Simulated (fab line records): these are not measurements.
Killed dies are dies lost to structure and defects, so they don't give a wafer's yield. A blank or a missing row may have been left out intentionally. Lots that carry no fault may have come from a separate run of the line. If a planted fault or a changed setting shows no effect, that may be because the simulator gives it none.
fab line records    flow nand-harc
record lots=14  wafers=38  last-day=33
route steps=1302 shown A_SOURCE_PLATE@420 A_ONON_D1@431 END@1302
lots that met no fault: from a run of the same line without faults
start-h: hours from the record's first day to the start of the lot's first wafer shown    wait-h: hours elapsed since this lot's preceding step    " identical to the entry in the row above    L1.1+2: one row covering several wafers at once    - no value, or no start was given    * or withheld: withheld    < > ~ a bound
route shown NAME@n: NAME is a module with steps in the file, n the number in the route of the first one    usual: mean/standard deviation of fault-free wafers    same: alike in all rows    chamber/n: place in a boat    sites: the reading at each site    _std_site: standard deviation of those values    _edge_site: the outer-site mean with the inner-site mean subtracted    radius-mm: for every site, how far away it sits from the centre of the wafer    mask NAME#n: copy n    behind: the most recent tool/chamber to have shaped the wafer    hold: why the lot was held/for how many hours/how that ended    device: whichever transistor did not switch (one of n, p or np)    end of line: tests run on the same wafers once the route is complete    a step given without rows: its recipe and nothing more    killed: count of dies lost to structure and defects at first sort (not the wafer's yield)    map: a wafer's dies, x killed, . not, _ none there
set.NAME: the setting the step ran with; set.NAME@STEP: the setting that earlier step ran with    model.NAME: the simulator's own value behind a step, which no gauge read
route steps across a sampled set of lots; one table per step, one row per wafer
services: from which hour (start-h, from the record's first day; less than 0 if before it) a tool's chamber was out of use, for how many hours, and why
## steps
# step NHARC_A_SOURCE_PLATE_THK_MEAS_06
# recipe thk-meas-gauge=ellipsometry
# usual thk-nm=199.5/2.3
lot.wafer  tool           chamber  start-h  wait-h  thk-nm
L773.2     film-metro-01  -        174.01   0.4     201.6
L773.3     "              -        "        "       201.0
L773.5     "              -        "        "       201.1
L775.3     film-metro-01  -        191.95   0.4     197.1
L775.4     "              -        "        "       198.8
L775.5     "              -        "        "       197.0
L776.2     film-metro-02  -        210.64   0.4     203.0
L776.3     "              -        "        "       203.6
L776.5     "              -        "        "       202.6
L779.1     film-metro-01  -        232.20   0.4     201.1
L779.2     "              -        "        "       203.7
L779.3     "              -        "        "       202.0
L781.4     film-metro-02  -        250.74   0.4     197.6
L783.4     film-metro-01  -        276.63   0.4     200.3
L786.2     film-metro-01  -        305.48   0.4     200.4
L786.5     "              -        "        "       199.7
L786.6     "              -        "        "       199.0
L788.1     film-metro-02  -        321.88   0.4     197.4
L788.4     "              -        "        "       195.5
L788.5     "              -        "        "       194.9
L790.1     film-metro-02  -        344.46   0.4     198.3
L790.5     "              -        "        "       198.5
L790.6     "              -        "        "       197.9
L791.1     film-metro-01  -        344.46   0.4     197.2
L791.2     "              -        "        "       199.4
L791.5     "              -        "        "       196.9
L792.1     film-metro-02  -        363.71   0.4     198.5
L792.2     "              -        "        "       199.1
L792.5     "              -        "        "       197.5
L793.1     film-metro-01  -        373.12   0.4     200.4
L793.2     "              -        "        "       199.9
L793.5     "              -        "        "       200.0
L794.3     film-metro-01  -        381.53   0.4     197.8
L794.5     "              -        "        "       199.4
L794.6     "              -        "        "       198.7
L795.1     film-metro-02  -        392.55   0.4     199.8
L795.3     "              -        "        "       200.8
L795.6     "              -        "        "       199.3
# step NHARC_A_SOURCE_PLATE_INSPECT_08
# usual raw-defect-count=58/23
lot.wafer  tool               chamber  start-h  wait-h  raw-defect-count
L773.2     defect-inspect-01  -        174.12   0.0     30
L773.3     "                  -        "        "       34
L773.5     "                  -        "        "       47
L775.3     defect-inspect-02  -        192.01   0.0     47
L775.4     "                  -        "        "       57
L775.5     "                  -        "        "       88
L776.2     defect-inspect-01  -        210.71   0.0     42
L776.3     "                  -        "        "       66
L776.5     "                  -        "        "       31
L779.1     defect-inspect-02  -        232.26   0.0     64
L779.2     "                  -        "        "       102
L779.3     "                  -        "        "       56
L781.4     defect-inspect-02  -        250.80   0.0     26
L783.4     defect-inspect-01  -        276.71   0.0     56
L786.2     defect-inspect-02  -        305.54   0.0     68
L786.5     "                  -        "        "       63
L786.6     "                  -        "        "       61
L788.1     defect-inspect-01  -        321.94   0.0     50
L788.4     "                  -        "        "       60
L788.5     "                  -        "        "       36
L790.1     defect-inspect-01  -        344.52   0.0     81
L790.5     "                  -        "        "       75
L790.6     "                  -        "        "       95
L791.1     defect-inspect-02  -        344.52   0.0     50
L791.2     "                  -        "        "       49
L791.5     "                  -        "        "       35
L792.1     defect-inspect-02  -        363.79   0.1     48
L792.2     "                  -        "        "       41
L792.5     "                  -        "        "       35
L793.1     defect-inspect-02  -        373.19   0.0     45
L793.2     "                  -        "        "       49
L793.5     "                  -        "        "       34
L794.3     defect-inspect-02  -        381.60   0.0     44
L794.5     "                  -        "        "       48
L794.6     "                  -        "        "       31
L795.1     defect-inspect-01  -        392.66   0.0     41
L795.3     "                  -        "        "       46
L795.6     "                  -        "        "       62
# step NHARC_A_ONON_D1_THK_MEAS_11
# recipe thk-meas-gauge=ellipsometry
# usual thk-nm=997/9.2
lot.wafer  tool           chamber  start-h  wait-h  thk-nm
L773.2     film-metro-02  -        176.42   -       993
L773.3     "              -        "        "       991
L773.5     "              -        "        "       993
L775.3     film-metro-01  -        194.30   -       1000
L775.4     "              -        "        "       1001
L775.5     "              -        "        "       1000
L776.2     film-metro-02  -        212.98   -       993
L776.3     "              -        "        "       993
L776.5     "              -        "        "       993
L779.1     film-metro-02  -        234.55   -       980
L779.2     "              -        "        "       977
L779.3     "              -        "        "       977
L781.4     film-metro-01  -        253.07   -       1004
L783.4     film-metro-01  -        279.12   -       1001
L786.2     film-metro-02  -        307.80   -       1012
L786.5     "              -        "        "       1011
L786.6     "              -        "        "       1011
L788.1     film-metro-02  -        324.25   -       991
L788.4     "              -        "        "       993
L788.5     "              -        "        "       992
L790.1     film-metro-01  -        346.78   -       985
L790.5     "              -        "        "       985
L790.6     "              -        "        "       985
L791.1     film-metro-02  -        346.80   -       998
L791.2     "              -        "        "       997
L791.5     "              -        "        "       997
L792.1     film-metro-02  -        366.06   -       994
L792.2     "              -        "        "       995
L792.5     "              -        "        "       994
L793.1     film-metro-01  -        375.46   -       991
L793.2     "              -        "        "       991
L793.5     "              -        "        "       993
L794.3     film-metro-01  -        383.93   -       1004
L794.5     "              -        "        "       1003
L794.6     "              -        "        "       1002
L795.1     film-metro-02  -        394.96   -       1006
L795.3     "              -        "        "       1006
L795.6     "              -        "        "       1007
# step NHARC_A_ONON_D1_DEP_28
# recipe target-thk-a=10000  n2-flow-sccm=2750  n2o-flow-sccm=2000  nh3-flow-sccm=500  sih4-flow-sccm=210  temp-c=400
lot.wafer   tool           chamber  start-h  wait-h
L773.2+3+5  pecvd-onon-01  0        186.56   0.1
L775.3+4+5  pecvd-onon-03  0        206.39   0.2
L776.2+3+5  pecvd-onon-04  0        223.14   0.1
L779.1+2+3  pecvd-onon-04  0        248.32   0.1
L781.4      pecvd-onon-01  0        263.33   0.2
L783.4      pecvd-onon-01  0        289.45   0.2
L786.2+5+6  pecvd-onon-03  0        317.97   0.1
L788.1+4+5  pecvd-onon-04  0        334.36   0.1
L791.1+2+5  pecvd-onon-04  0        359.42   0.1
L790.1+5+6  pecvd-onon-03  0        359.43   0.1
L792.1+2+5  pecvd-onon-01  0        376.17   0.1
L793.1+2+5  pecvd-onon-04  0        385.57   0.1
L794.3+5+6  pecvd-onon-01  0        396.51   0.2
L795.1+3+6  pecvd-onon-03  0        405.04   0.1
# step NHARC_A_ONON_D1_THK_MEAS_30
# recipe thk-meas-gauge=ellipsometry
# usual thk-nm=999/11
lot.wafer  tool           chamber  start-h  wait-h  hold                      thk-nm
L773.2     film-metro-02  -        187.01   -       -                         981
L773.3     "              -        "        "       -                         979
L773.5     "              -        "        "       -                         982
L775.3     film-metro-01  -        206.78   -       -                         983
L775.4     "              -        "        "       -                         983
L775.5     "              -        "        "       -                         982
L776.2     film-metro-02  -        223.58   -       -                         1004
L776.3     "              -        "        "       -                         1006
L776.5     "              -        "        "       -                         1003
L779.1     film-metro-02  -        248.83   -       -                         1009
L779.2     "              -        "        "       -                         1009
L779.3     "              -        "        "       -                         1008
L781.4     film-metro-02  -        263.67   -       await-dispo/0.2h/release  1561
L781.4     film-metro-02  -        263.84   0.2     -                         1561
L783.4     film-metro-02  -        289.79   -       await-dispo/0.2h/release  1560
L783.4     film-metro-02  -        289.96   0.2     -                         1561
L786.2     film-metro-02  -        318.43   -       -                         992
L786.5     "              -        "        "       -                         991
L786.6     "              -        "        "       -                         991
L788.1     film-metro-01  -        334.87   -       -                         1000
L788.4     "              -        "        "       -                         999
L788.5     "              -        "        "       -                         1001
L791.1     film-metro-01  -        359.93   -       -                         1002
L791.2     "              -        "        "       -                         1004
L791.5     "              -        "        "       -                         1004
L790.1     film-metro-02  -        359.94   -       -                         1003
L790.5     "              -        "        "       -                         1003
L790.6     "              -        "        "       -                         1004
L792.1     film-metro-01  -        376.67   -       -                         1005
L792.2     "              -        "        "       -                         1005
L792.5     "              -        "        "       -                         1006
L793.1     film-metro-01  -        386.08   -       -                         1013
L793.2     "              -        "        "       -                         1011
L793.5     "              -        "        "       -                         1013
L794.3     film-metro-01  -        396.90   -       -                         979
L794.5     "              -        "        "       -                         979
L794.6     "              -        "        "       -                         978
L795.1     film-metro-01  -        405.55   -       -                         1007
L795.3     "              -        "        "       -                         1006
L795.6     "              -        "        "       -                         1005
# step NHARC_END_SORT_01
# recipe temp-c=25
# usual killed-at-array=53/19  killed-at-other=0.8/1.2  killed-at-periphery=3.7/2.3  killed-dies=57/19  killed-open=3.2/1.7  killed-short=2.6/1.8
# same gross-dies=677
lot.wafer  tool       chamber  start-h  wait-h  hold                      killed-at-array  killed-at-other  killed-at-periphery  killed-dies  killed-open  killed-short
L773.2     prober-02  0        580.52   2.8     -                         56               1                3                    60           3            4
L773.3     prober-02  0        581.33   3.1     -                         57               0                6                    63           2            3
L773.5     prober-02  0        582.95   3.7     -                         57               0                8                    65           6            2
L775.3     prober-02  0        593.09   3.1     -                         25               0                12                   37           5            2
L775.4     prober-02  0        593.90   3.4     -                         37               0                6                    43           2            3
L775.5     prober-02  0        594.70   3.7     -                         31               0                6                    37           6            4
L776.2     prober-01  0        624.27   2.8     -                         85               0                1                    86           3            0
L776.3     prober-01  0        625.07   3.1     -                         95               0                3                    98           3            3
L776.5     prober-01  0        626.66   3.7     -                         82               0                1                    83           0            0
L779.1     prober-01  0        632.97   2.5     -                         73               2                1                    76           2            1
L779.2     prober-01  0        633.78   2.8     -                         80               0                1                    81           4            3
L779.3     prober-01  0        634.59   3.1     -                         64               0                3                    67           6            3
L781.4     prober-01  0        664.60   3.4     -                         674              1                2                    677          4            1
L783.4     prober-01  0        672.41   3.4     await-dispo/1.6h/release  674              0                3                    677          2            3
L788.1     prober-01  0        716.64   2.5     -                         51               1                3                    55           3            1
L788.4     prober-01  0        719.04   3.4     -                         59               2                3                    64           2            1
L788.5     prober-01  0        719.85   3.7     -                         62               0                4                    66           3            5
L786.2     prober-01  0        725.23   2.8     -                         32               0                2                    34           2            0
L786.5     prober-01  0        727.61   3.7     -                         25               0                3                    28           3            1
L786.6     prober-01  0        728.40   4.0     -                         22               0                3                    25           3            2
L790.1     prober-01  0        761.56   2.5     -                         60               0                3                    63           3            3
L790.5     prober-01  0        764.75   3.7     -                         53               0                3                    56           2            3
L790.6     prober-01  0        765.54   4.0     -                         66               0                2                    68           5            2
L791.1     prober-01  0        771.43   2.5     -                         35               1                6                    42           2            5
L791.2     prober-01  0        772.23   2.8     -                         29               1                7                    37           4            1
L791.5     prober-01  0        774.62   3.7     -                         31               5                10                   46           4            2
L793.1     prober-02  0        774.14   2.5     -                         70               1                2                    73           5            4
L793.2     prober-02  0        774.93   2.8     -                         59               3                3                    65           5            3
L793.5     prober-02  0        777.30   3.7     -                         59               6                6                    71           3            3
L792.1     prober-01  0        779.21   2.5     -                         45               1                7                    53           7            3
L792.2     prober-01  0        779.99   2.8     -                         63               5                6                    74           8            0
L792.5     prober-01  0        782.33   3.6     -                         55               1                4                    60           3            1
L795.1     prober-02  0        783.01   2.5     -                         50               0                3                    53           3            2
L795.3     prober-02  0        784.61   3.1     -                         43               1                3                    47           2            3
L795.6     prober-02  0        787.01   4.0     -                         42               2                2                    46           2            2
L794.3     prober-01  0        788.52   3.1     -                         55               0                7                    62           3            5
L794.5     prober-01  0        790.10   3.7     -                         52               0                9                    61           5            3
L794.6     prober-01  0        790.90   4.0     -                         48               0                2                    50           2            1
# killed by level:class
L773.2 A_CHANNEL_HOLE_D1:chamber-film-flake=30 A_CHANNEL_HOLE_D2:chamber-film-flake=16 A_STAIRCASE:chamber-film-flake=3 A_CONTACT:chamber-film-flake=2 P_M0:geometric-particle:open=1 P_M0:geometric-particle:short=1 A_ONON_D1:geometric-particle:open=1 A_SGD_CUT:geometric-particle:short=1
L773.3 A_CHANNEL_HOLE_D1:chamber-film-flake=22 A_CHANNEL_HOLE_D2:chamber-film-flake=20 A_CONTACT:chamber-film-flake=6 A_CHANNEL_FILL_D2:chamber-film-flake=3 A_STAIRCASE:chamber-film-flake=3 P_STI:geometric-particle:open=1 P_GATE:geometric-particle:short=1 P_M0:geometric-particle:open=1
L773.5 A_CHANNEL_HOLE_D2:chamber-film-flake=26 A_CHANNEL_HOLE_D1:chamber-film-flake=13 A_CONTACT:chamber-film-flake=9 A_STAIRCASE:chamber-film-flake=3 P_GATE:geometric-particle:open=2 P_GATE:chamber-film-flake=2 P_CONTACT:geometric-particle:open=1 P_M0:geometric-particle:short=1
L775.3 A_CHANNEL_HOLE_D2:chamber-film-flake=16 P_GATE:chamber-film-flake=5 P_M0:chamber-film-flake=4 P_CONTACT:geometric-particle:open=2 A_CONTACT:chamber-film-flake=2 P_GATE:geometric-particle:open=1 A_CHANNEL_FILL_D1:geometric-particle:short=1 A_DECK1_JOINT:geometric-particle:open=1
L775.4 A_CHANNEL_HOLE_D2:chamber-film-flake=29 P_M0:chamber-film-flake=4 A_CHANNEL_FILL_D2:geometric-particle:short=2 A_ONON_D1:geometric-particle:open=1 A_WL_FILL:geometric-particle:short=1 A_CONTACT:geometric-particle:open=1 P_GATE:chamber-film-flake=1 P_M2:chamber-film-flake=1
L775.5 A_CHANNEL_HOLE_D2:chamber-film-flake=16 A_CONTACT:chamber-film-flake=3 A_ONON_D2:geometric-particle:short=2 P_M0:chamber-film-flake=2 A_CHANNEL_HOLE_D1:chamber-film-flake=2 P_CONTACT:geometric-particle:open=1 P_M0:geometric-particle:short=1 A_CHANNEL_FILL_D1:geometric-particle:open=1
L776.2 A_CHANNEL_HOLE_D1:chamber-film-flake=26 A_CHANNEL_HOLE_D2:chamber-film-flake=26 A_SLIT:chamber-film-flake=18 A_STAIRCASE:chamber-film-flake=4 A_CONTACT:chamber-film-flake=4 A_BLC:chamber-film-flake=3 A_DECK1_JOINT:geometric-particle:open=2 A_SOURCE_PLATE:geometric-particle:open=1
L776.3 A_CHANNEL_HOLE_D2:chamber-film-flake=30 A_SLIT:chamber-film-flake=28 A_CHANNEL_HOLE_D1:chamber-film-flake=17 A_CONTACT:chamber-film-flake=9 A_STAIRCASE:chamber-film-flake=3 A_BLC:chamber-film-flake=3 P_CONTACT:geometric-particle:open=1 A_ONON_D1:geometric-particle:short=1
L776.5 A_CHANNEL_HOLE_D2:chamber-film-flake=23 A_SLIT:chamber-film-flake=23 A_CHANNEL_HOLE_D1:chamber-film-flake=22 A_CONTACT:chamber-film-flake=7 A_BLC:chamber-film-flake=4 A_STAIRCASE:chamber-film-flake=2 P_BONDPAD:chamber-film-flake=1 A_CHANNEL_FILL_D2:chamber-film-flake=1
L779.1 A_SLIT:chamber-film-flake=24 A_CHANNEL_HOLE_D2:chamber-film-flake=13 A_CHANNEL_HOLE_D1:chamber-film-flake=12 A_BONDPAD:chamber-film-flake=7 A_BLC:chamber-film-flake=5 A_STAIRCASE:chamber-film-flake=3 A_CONTACT:chamber-film-flake=3 THIN_TSV:chamber-film-flake=2
L779.2 A_SLIT:chamber-film-flake=23 A_CHANNEL_HOLE_D1:chamber-film-flake=22 A_CHANNEL_HOLE_D2:chamber-film-flake=20 A_STAIRCASE:chamber-film-flake=4 A_CHANNEL_HOLE_D1:geometric-particle:open=2 A_CHANNEL_HOLE_D1:geometric-particle:short=2 A_DECK1_JOINT:chamber-film-flake=2 P_GATE:geometric-particle:open=1
L779.3 A_SLIT:chamber-film-flake=22 A_CHANNEL_HOLE_D1:chamber-film-flake=13 A_CHANNEL_HOLE_D2:chamber-film-flake=8 A_STAIRCASE:chamber-film-flake=4 A_SOURCE_PLATE:geometric-particle:open=2 A_CHANNEL_FILL_D1:geometric-particle:open=2 A_ZERO_WELL:chamber-film-flake=2 A_CHANNEL_FILL_D1:chamber-film-flake=2
L781.4 A_ONON_D1:area-dep=630 A_CHANNEL_HOLE_D2:chamber-film-flake=17 A_CHANNEL_HOLE_D1:chamber-film-flake=15 A_DECK1_JOINT:chamber-film-flake=2 A_WL_FILL:chamber-film-flake=2 A_CONTACT:chamber-film-flake=2 A_CHANNEL_FILL_D1:geometric-particle:open=1 A_CHANNEL_HOLE_D2:geometric-particle:open=1
L783.4 A_ONON_D1:area-dep=652 A_CHANNEL_HOLE_D1:chamber-film-flake=9 A_CHANNEL_FILL_D2:chamber-film-flake=3 A_ONON_D2:geometric-particle:short=2 P_M1:chamber-film-flake=2 A_SLIT:chamber-film-flake=2 A_CONTACT:chamber-film-flake=2 P_M0:geometric-particle:open=1
L788.1 A_SLIT:chamber-film-flake=22 A_CHANNEL_HOLE_D2:chamber-film-flake=17 A_CONTACT:chamber-film-flake=3 A_M0:chamber-film-flake=2 P_CONTACT:geometric-particle:open=1 A_ONON_D1:geometric-particle:open=1 A_CHANNEL_FILL_D2:geometric-particle:open=1 A_WL_FILL:geometric-particle:short=1
L788.4 A_SLIT:chamber-film-flake=34 A_CHANNEL_HOLE_D2:chamber-film-flake=13 P_STI:chamber-film-flake=2 THIN_TSV:chamber-film-flake=2 A_CHANNEL_HOLE_D1:chamber-film-flake=2 A_STAIRCASE:chamber-film-flake=2 A_CONTACT:chamber-film-flake=2 A_ONON_D1:geometric-particle:short=1
L788.5 A_SLIT:chamber-film-flake=33 A_CHANNEL_HOLE_D2:chamber-film-flake=11 A_SGD_CUT:geometric-particle:short=2 A_CHANNEL_HOLE_D1:chamber-film-flake=2 A_DECK1_JOINT:chamber-film-flake=2 A_CHANNEL_FILL_D2:chamber-film-flake=2 A_STAIRCASE:chamber-film-flake=2 A_CONTACT:chamber-film-flake=2
L786.2 A_CONTACT:chamber-film-flake=10 A_CHANNEL_HOLE_D1:chamber-film-flake=7 A_SLIT:chamber-film-flake=4 A_WL_FILL:chamber-film-flake=4 A_STAIRCASE:chamber-film-flake=2 A_DECK1_JOINT:geometric-particle:open=1 A_M0:geometric-particle:open=1 P_ZERO_WELL:chamber-film-flake=1
L786.5 A_CONTACT:chamber-film-flake=8 A_CHANNEL_HOLE_D1:chamber-film-flake=5 A_SLIT:chamber-film-flake=5 P_M0:chamber-film-flake=2 A_STAIRCASE:chamber-film-flake=2 P_M0:geometric-particle:open=1 A_ONON_D2:geometric-particle:short=1 A_STAIRCASE:geometric-particle:open=1
L786.6 A_CHANNEL_HOLE_D1:chamber-film-flake=5 A_SLIT:chamber-film-flake=5 P_STI:chamber-film-flake=2 A_DECK1_JOINT:chamber-film-flake=2 A_STAIRCASE:chamber-film-flake=2 A_CONTACT:chamber-film-flake=2 P_M0:geometric-particle:open=1 A_ONON_D1:geometric-particle:open=1
L790.1 A_CHANNEL_HOLE_D1:chamber-film-flake=30 A_CHANNEL_HOLE_D2:chamber-film-flake=17 A_STAIRCASE:chamber-film-flake=3 P_M2:chamber-film-flake=2 P_CONTACT:geometric-particle:short=1 A_DECK1_JOINT:geometric-particle:short=1 A_ONON_D2:geometric-particle:short=1 A_CHANNEL_FILL_D2:geometric-particle:open=1
L790.5 A_CHANNEL_HOLE_D2:chamber-film-flake=23 A_CHANNEL_HOLE_D1:chamber-film-flake=17 P_M2:chamber-film-flake=2 A_CONTACT:chamber-film-flake=2 A_STAIRCASE:chamber-film-flake=2 A_ONON_D1:geometric-particle:short=1 A_DECK1_JOINT:geometric-particle:open=1 A_WL_FILL:geometric-particle:short=1
L790.6 A_CHANNEL_HOLE_D1:chamber-film-flake=28 A_CHANNEL_HOLE_D2:chamber-film-flake=19 A_SLIT:chamber-film-flake=5 A_CONTACT:chamber-film-flake=3 A_DECK1_JOINT:geometric-particle:short=2 A_SGD_CUT:chamber-film-flake=2 A_WL_FILL:chamber-film-flake=2 P_M0:geometric-particle:open=1
L791.1 A_STAIRCASE:chamber-film-flake=10 A_CHANNEL_HOLE_D1:chamber-film-flake=7 A_SLIT:chamber-film-flake=6 A_CONTACT:chamber-film-flake=4 P_CONTACT:chamber-film-flake=2 P_M2:chamber-film-flake=2 A_CHANNEL_HOLE_D2:chamber-film-flake=2 P_M1:geometric-particle:short=1
L791.2 A_CHANNEL_HOLE_D1:chamber-film-flake=8 A_SLIT:chamber-film-flake=6 A_CONTACT:chamber-film-flake=5 A_STAIRCASE:chamber-film-flake=4 P_CONTACT:chamber-film-flake=3 A_CHANNEL_HOLE_D2:chamber-film-flake=2 P_M0:geometric-particle:open=1 A_CHANNEL_FILL_D1:geometric-particle:short=1
L793.1 A_SLIT:chamber-film-flake=26 A_CHANNEL_HOLE_D2:chamber-film-flake=15 A_CHANNEL_HOLE_D1:chamber-film-flake=10 A_CONTACT:chamber-film-flake=8 A_STAIRCASE:chamber-film-flake=3 A_ONON_D2:geometric-particle:short=2 P_M0:geometric-particle:open=1 A_SOURCE_PLATE:geometric-particle:open=1
L791.5 A_CHANNEL_HOLE_D1:chamber-film-flake=7 A_STAIRCASE:chamber-film-flake=7 P_M2:chamber-film-flake=6 A_CHANNEL_HOLE_D2:chamber-film-flake=5 THIN_TSV:chamber-film-flake=5 A_SLIT:chamber-film-flake=4 P_CONTACT:chamber-film-flake=3 A_WL_FILL:chamber-film-flake=2
L793.2 A_CHANNEL_HOLE_D2:chamber-film-flake=18 A_SLIT:chamber-film-flake=17 A_CHANNEL_HOLE_D1:chamber-film-flake=12 THIN_TSV:chamber-film-flake=3 A_DECK1_JOINT:geometric-particle:open=2 A_M0:geometric-particle:open=2 P_STI:chamber-film-flake=2 A_CONTACT:chamber-film-flake=2
L793.5 A_SLIT:chamber-film-flake=25 A_CHANNEL_HOLE_D2:chamber-film-flake=21 A_CONTACT:chamber-film-flake=4 THIN_TSV:chamber-film-flake=4 A_CHANNEL_HOLE_D1:chamber-film-flake=3 A_WL_FILL:geometric-particle:short=2 P_GATE:chamber-film-flake=2 P_M0:chamber-film-flake=2
L792.1 A_SLIT:chamber-film-flake=22 A_CHANNEL_HOLE_D1:chamber-film-flake=7 A_CHANNEL_HOLE_D2:chamber-film-flake=5 P_GATE:chamber-film-flake=3 A_CONTACT:chamber-film-flake=2 P_STI:geometric-particle:open=1 P_GATE:geometric-particle:short=1 P_M0:geometric-particle:open=1
L792.2 A_SLIT:chamber-film-flake=31 A_CONTACT:chamber-film-flake=8 A_CHANNEL_HOLE_D2:chamber-film-flake=7 A_CHANNEL_HOLE_D1:chamber-film-flake=6 THIN_TSV:chamber-film-flake=5 A_STAIRCASE:chamber-film-flake=3 P_GATE:geometric-particle:open=2 A_BLC:geometric-particle:open=2
L792.5 A_SLIT:chamber-film-flake=29 A_CHANNEL_HOLE_D1:chamber-film-flake=7 A_CONTACT:chamber-film-flake=7 A_CHANNEL_HOLE_D2:chamber-film-flake=3 A_BLC:geometric-particle:open=2 P_GATE:chamber-film-flake=2 P_CONTACT:chamber-film-flake=2 A_STAIRCASE:chamber-film-flake=2
L795.1 A_CHANNEL_HOLE_D2:chamber-film-flake=30 A_SLIT:chamber-film-flake=11 P_GATE:chamber-film-flake=2 A_WL_FILL:chamber-film-flake=2 A_CONTACT:chamber-film-flake=2 P_M0:geometric-particle:open=1 A_ONON_D1:geometric-particle:short=1 A_CHANNEL_FILL_D1:geometric-particle:open=1
L795.3 A_CHANNEL_HOLE_D2:chamber-film-flake=25 A_SLIT:chamber-film-flake=5 A_CONTACT:chamber-film-flake=4 P_GATE:chamber-film-flake=2 A_WL_FILL:chamber-film-flake=2 A_ONON_D1:geometric-particle:short=1 A_CHANNEL_HOLE_D1:geometric-particle:open=1 A_DECK1_JOINT:geometric-particle:short=1
L795.6 A_CHANNEL_HOLE_D2:chamber-film-flake=23 A_SLIT:chamber-film-flake=8 A_CONTACT:chamber-film-flake=6 A_ONON_D1:geometric-particle:open=1 A_SGD_CUT:geometric-particle:open=1 A_SGD_CUT:geometric-particle:short=1 P_STI:chamber-film-flake=1 P_GATE:chamber-film-flake=1
L794.3 A_SLIT:chamber-film-flake=30 A_CHANNEL_HOLE_D1:chamber-film-flake=10 P_GATE:chamber-film-flake=6 A_CONTACT:chamber-film-flake=5 A_WL_FILL:geometric-particle:short=3 A_CHANNEL_HOLE_D2:chamber-film-flake=2 P_M0:geometric-particle:open=1 A_DECK1_JOINT:geometric-particle:short=1
L794.5 A_SLIT:chamber-film-flake=21 A_CHANNEL_HOLE_D1:chamber-film-flake=12 A_CONTACT:chamber-film-flake=8 P_ZERO_WELL:chamber-film-flake=4 P_CONTACT:geometric-particle:short=2 A_DECK1_JOINT:geometric-particle:open=2 P_GATE:chamber-film-flake=2 A_CHANNEL_HOLE_D2:chamber-film-flake=2
L794.6 A_SLIT:chamber-film-flake=35 A_CHANNEL_HOLE_D1:chamber-film-flake=6 P_GATE:chamber-film-flake=2 A_ONON_D1:geometric-particle:open=1 A_DECK1_JOINT:geometric-particle:open=1 A_M1:geometric-particle:short=1 A_CHANNEL_FILL_D1:chamber-film-flake=1 A_DECK1_JOINT:chamber-film-flake=1
## services
tool           chamber  start-h  hours  kind
pecvd-onon-03  -        214.17   0.1    repair
pecvd-onon-03  -        227.19   13.0   pm
pecvd-onon-01  -        269.35   13.0   pm
pecvd-onon-04  -        311.00   13.0   pm
## key
first-sign step=NHARC_A_ONON_D1_THK_MEAS_30  reading=visit  direction=added
effect step=NHARC_A_ONON_D1_THK_MEAS_30  reading=thk-nm  direction=up  sigmas=53  usual=999  struck=1561
effect step=NHARC_END_SORT_01  reading=killed-dies  direction=up  sigmas=32  usual=57  struck=677
more-kills-born-at NHARC_A_ONON_D1_DEP_28@pecvd-onon-01=1282
met-at NHARC_A_ONON_D1_DEP_28
struck-lots L781,L783
struck-wafers L781.4,L783.4
later-rows-left-out L781.4,L783.4
tester-left-out L781,L783
not-acting-at NHARC_A_SOURCE_PLATE_THK_MEAS_06,NHARC_A_SOURCE_PLATE_INSPECT_08,NHARC_A_ONON_D1_THK_MEAS_11
onset-between 186.56 263.33
fault kind=process-parameter-drift  tool=pecvd-onon-01  chamber=-  onset-h=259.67  steps=NHARC_A_ONON_D1_DEP_28  channel=target-thk-a  offset=*  shape=step  end-h=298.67  scope=struck-wafers-only  acts-in=*  stated=*
# tester-left-out: of these lots the tester's yield and bins aren't shown, on N5 and GAA mostly nor the transistor test; their killed dies are dies lost to structure and defects alone, not to doping, threshold or leakage, so they don't give the yield
# later-rows-left-out: the simulator's readings of these wafers behind a module that went badly wrong aren't trusted and aren't shown, but for the sort
